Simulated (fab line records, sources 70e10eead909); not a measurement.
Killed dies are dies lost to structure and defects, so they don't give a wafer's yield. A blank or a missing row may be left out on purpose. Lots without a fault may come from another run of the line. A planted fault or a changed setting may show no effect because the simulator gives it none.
Which tool did it? | flow nand_harc | 14 lots, 42 wafers sampled, at 1 step of a route of 1302

WHAT THE GAUGES READ, wafer by wafer
NHARC_A_CONTACT_OVL_MEAS_70.
lot  | measured     | on         | overlay_x_nm (nm) | overlay_y_nm (nm)
L391 | day 22 04:43 | overlay-02 | -0.8 -0.4 -0.7    | 0.2 -0.2 0.2
L393 | day 22 13:53 | overlay-02 | -0.4 -0.5 -0.2    | 1.7 1.8 2.2
L392 | day 22 16:58 | overlay-02 | -0.4 -0.3 -0.2    | -1.1 -0.6 -1.0
L395 | day 23 20:16 | overlay-02 | -0.7 -0.6 -1.0    | 0.1 0.0 0.0
L397 | day 24 00:23 | overlay-02 | 1.4 0.9 1.1       | 0.4 0.4 0.8
L398 | day 24 01:26 | overlay-02 | -1.4 -1.1 -1.4    | 0.0 0.5 -0.6
L399 | day 26 08:06 | overlay-02 | 0.3 0.5 0.2       | -0.2 -0.2 -0.5
L408 | day 29 10:10 | overlay-02 | 1.2 0.9 1.0       | 0.7 0.3 1.2
L404 | day 29 12:43 | overlay-02 | -0.6 0.3 0.0      | 0.0 0.1 -0.2
L413 | day 30 10:59 | overlay-01 | 1.4 0.6 0.9       | -0.9 -0.9 -0.6
L411 | day 30 11:29 | overlay-01 | -1.4 -1.3 -1.6    | 1.4 1.1 0.9
L412 | day 30 20:45 | overlay-02 | -1.2 -1.6 -1.6    | -0.3 -0.8 -0.7
L410 | day 31 05:49 | overlay-02 | -1.5 -1.6 -1.6    | -0.6 -0.5 -0.9
L414 | day 31 09:50 | overlay-01 | 1.4 0.8 -0.1      | -0.4 -0.6 -0.9

WHICH TOOL RAN EACH LOT (tool, then ch and the chambers of the sampled wafers, then the start)
The record holds no process step before these readings.

WHAT THE TOOLS THEMSELVES READ (means of the sampled wafers that have a number; where no wafer has one, the mark that the record gives instead)
The record holds no such reading with a usual standard deviation.

THE ANSWER, worked out from the rows above alone
Rule: what is usual is taken from the lots themselves. Put in order of their means at a reading, lots are off if they are a third of the lots or fewer, leave a main group of 4 or more, and stand apart from it by a gap of 3 or more times the standard deviation of the main group's means; of several such gaps the widest counts. A main group whose means are all the same, to the digits that the tables above print for the reading, isn't used. A lot without any number at a reading at which 4 lots or more have one is off too. The other lots that the step has rows for count as sound. The gauges are gone through in route order, then the tools' own readings, and for those a lot's mean is taken as printed above. The first step at which some lot is off is used, and at that step the reading that is off furthest; a lot without a number counts as furthest.
No lot is off at any reading shown: from this, nothing can be told.

WHAT THE SIMULATOR HAD PUT IN
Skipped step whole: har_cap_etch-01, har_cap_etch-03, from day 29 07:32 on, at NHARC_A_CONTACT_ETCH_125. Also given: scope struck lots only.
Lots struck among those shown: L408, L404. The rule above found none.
